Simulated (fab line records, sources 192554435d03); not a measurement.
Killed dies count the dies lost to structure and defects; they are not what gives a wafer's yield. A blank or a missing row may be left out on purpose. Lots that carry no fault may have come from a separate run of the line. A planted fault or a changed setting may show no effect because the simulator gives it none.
Matching of chambers -- flow n5-finfet -- N5_HKMG_FIN_ETCH_55 on rie-diel-04: 4 sister chambers
The step etches SOC in N2/H2, target depth 240 nm, time 300 s. 20 wafers are shown with their chamber, then 10 later ones without.

WAFERS PAIRED WITH THEIR CHAMBERS
wafer,chamber,drypump-motor-current-A (A),throttle-valve-pct (%),showerhead-plenum-p-Torr (Torr)
L075.2,1,5.5,17.95,2.59
L075.5,0,5.3,17.78,2.54
L075.6,3,5.6,17.97,2.61
L076.1,2,6.0,17.51,2.58
L076.2,3,5.6,17.95,2.60
L076.4,0,5.3,17.79,2.54
L078.3,0,5.3,17.80,2.54
L078.4,3,5.6,17.97,2.60
L078.5,0,5.3,17.80,2.54
L082.2,2,6.0,17.53,2.57
L082.4,0,5.3,17.81,2.53
L082.5,3,5.6,17.98,2.60
L084.1,2,6.0,17.54,2.57
L084.5,1,5.6,17.97,2.58
L084.6,2,6.0,17.53,2.57
L086.1,0,5.3,17.82,2.53
L086.3,2,6.0,17.56,2.57
L086.5,1,5.5,17.97,2.58
L092.2,2,6.0,17.57,2.56
L092.4,0,5.3,17.84,2.53

SIGNATURES (averages over the wafers above)
reading,chamber 0,chamber 1,chamber 2,chamber 3,scatter within a chamber
drypump-motor-current-A,5.300,5.533,6.000,5.600,0.0204
throttle-valve-pct,17.8057,17.9633,17.5400,17.9675,0.0186
showerhead-plenum-p-Torr,2.5357,2.5833,2.5700,2.6025,0.00566
Rule: a wafer's distance from a chamber is the root of the sum, over the readings, of the square of ((its reading less the chamber's mean) divided by the reading's scatter). The wafer belongs to the nearest chamber; if the next one is less than 2 further off, it can't be placed. The scatter is the square root of a quotient: the sum, over the shown wafers, of each reading's squared deviation from its chamber's mean, divided by wafers minus chambers.

WAFERS WITH NO CHAMBER GIVEN
wafer,drypump-motor-current-A (A),throttle-valve-pct (%),showerhead-plenum-p-Torr (Torr)
L092.5,6.0,17.57,2.56
L093.3,5.6,18.02,2.57
L093.5,5.6,18.01,2.57
L093.6,6.0,17.57,2.56
L095.1,5.6,18.03,2.57
L095.4,5.6,18.03,2.57
L095.6,6.0,17.59,2.56
L091.3,6.0,17.60,2.55
L091.4,5.3,17.88,2.52
L091.5,5.6,18.05,2.57

CHAMBER TAKEN BY EACH
wafer,from the rows above,in truth
L092.5,2,2
L093.3,can't be placed: 1 or 3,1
L093.5,can't be placed: 1 or 3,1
L093.6,2,2
L095.1,can't be placed: 1 or 3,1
L095.4,can't be placed: 1 or 3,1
L095.6,2,2
L091.3,2,2
L091.4,0,0
L091.5,can't be placed: 1 or 3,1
5 of 10 placed correctly. From these rows, 5 cannot be placed; in 5 the true chamber is one of the candidates. Placed wrongly: 0.
